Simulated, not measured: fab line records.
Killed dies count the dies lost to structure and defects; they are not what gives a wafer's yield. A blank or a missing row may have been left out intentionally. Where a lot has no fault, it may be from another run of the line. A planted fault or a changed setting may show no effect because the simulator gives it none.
A struck lot beside a sound one | flow n5 finfet | 32 steps out of a route of 1938
Sound: the wafers L935.3, L935.4, L935.6. Wafers L930.3, L930.5, L930.6 were the ones struck. At the end, the cause is stated.
Per side, at each step with rows, come the tool, then ch with its chambers, and then its first start. Under that, the readings that differ: sound wafers | struck wafers | difference of the means | sigmas: that difference in standard deviations of wafers without a fault.
alike: words and numbers the same on both sides, and readings whose means are apart by under 2 such deviations; not compared: readings that were withheld, readings missing a value for some wafer, numbers with overlapping values and no deviation given by the record, and bounds like >300 which may hide the same value.
A row with sigmas, a row that says differs or no value, or rows on one side alone: a step with any of these is where the two part. When numbers do not overlap yet have no deviation, they are printed without sigmas and do not part them. A reading that every wafer of one side lacks parts them only if that side has two wafers or more.

first, 8 steps without rows for these wafers: N5_BEOL_M13_DESCUM_33 (chemistry O2, time 7.9 s); N5_BEOL_M13_ETCH_67 (etches SiARC in CF4, target depth 143 nm, time 238.3 s); N5_BEOL_M13_ETCH_68 (etches SOC in N2/H2, time 355 s); N5_BEOL_M13_STRIP_69 (strips in N2/H2); N5_BEOL_M13_TRENCH_ETCH_34 (etches SiOC in C4F8/O2/Ar, target depth 413.47 nm, time 162.6 s); N5_BEOL_M13_STRIP_70 (strips in C4F8/O2/Ar); N5_BEOL_M13_STRIP_37 (strips in N2/H2); N5_BEOL_M13_ETCH_38 (etches SiCN in CF4/N2, target depth 67.5 nm, time 71.9 s).
N5_BEOL_M13_PRECLEAN_39: cleans in residue remover, time 60 s.
  sound on wet bench-01 ch 0,1,5, day 16 14:41; struck on wet bench-02 ch 0,3,4, day 15 06:47
then, 22 steps without rows for these wafers: N5_BEOL_M13_SRD_40 (time 30 s, dry time 30 s); N5_BEOL_M13_DEGAS_41 (time 60 s); N5_BEOL_M13_PRE_CLEAN_42 (time 30 s); N5_BEOL_M13_SPUTTER_43 (material TaN, target thk 15 nm, time 24.19 s); N5_BEOL_M13_SPUTTER_44 (material Ta, target thk 10 nm, time 16.13 s); N5_BEOL_M13_SPUTTER_45 (material Cu, target thk 80 nm, time 13.33 s); N5_BEOL_M13_ECD_47 (material Cu, target thk 936 nm); N5_BEOL_M13_ANNEAL_48 (time 90 s); N5_BEOL_M13_CMP_49 (polishes, stops on SiOC, t overpolish 17.1 s, target thk 420 nm); N5_BEOL_M13_PRE_CLEAN_52 (time 15 s); N5_BEOL_M13_DEP_53 (deposits SiCN from 3MS/NH3, target thk 50 nm, time 17.8 s); N5_BEOL_M14_ILD_DEP_00 (deposits SiO2 from TEOS/O2, target thk 1119.3 nm, time 237.4 s); N5_BEOL_M14_COAT_58 (time 60 s, resist thk 89 nm); N5_BEOL_M14_COAT_04 (resist thk 800 nm); N5_BEOL_M14_EBR_06; N5_BEOL_M14_SOFTBAKE_05 (time 60 s); N5_BEOL_M14_EXPOSE_07 (exposes mask V13); N5_BEOL_M14_PEB_08 (peb time 90 s); N5_BEOL_M14_DEVELOP_09 (develop time 45 s); N5_BEOL_M14_HARDBAKE_14 (time 120 s); N5_BEOL_M14_DESCUM_15 (chemistry O2, time 7.9 s); N5_BEOL_M14_ETCH_59 (etches BARC in N2/H2, target depth 89 nm, overetch 26.7 nm, time 67.9 s).
N5_PASSIVATION_PROBE_49:
  the record has rows for the struck wafers here (prober-01, day 16 09:41) and none for the sound ones

WHERE THEY PART
N5_PASSIVATION_PROBE_49 only, going by this record.

WHY: what had been put in by the simulator
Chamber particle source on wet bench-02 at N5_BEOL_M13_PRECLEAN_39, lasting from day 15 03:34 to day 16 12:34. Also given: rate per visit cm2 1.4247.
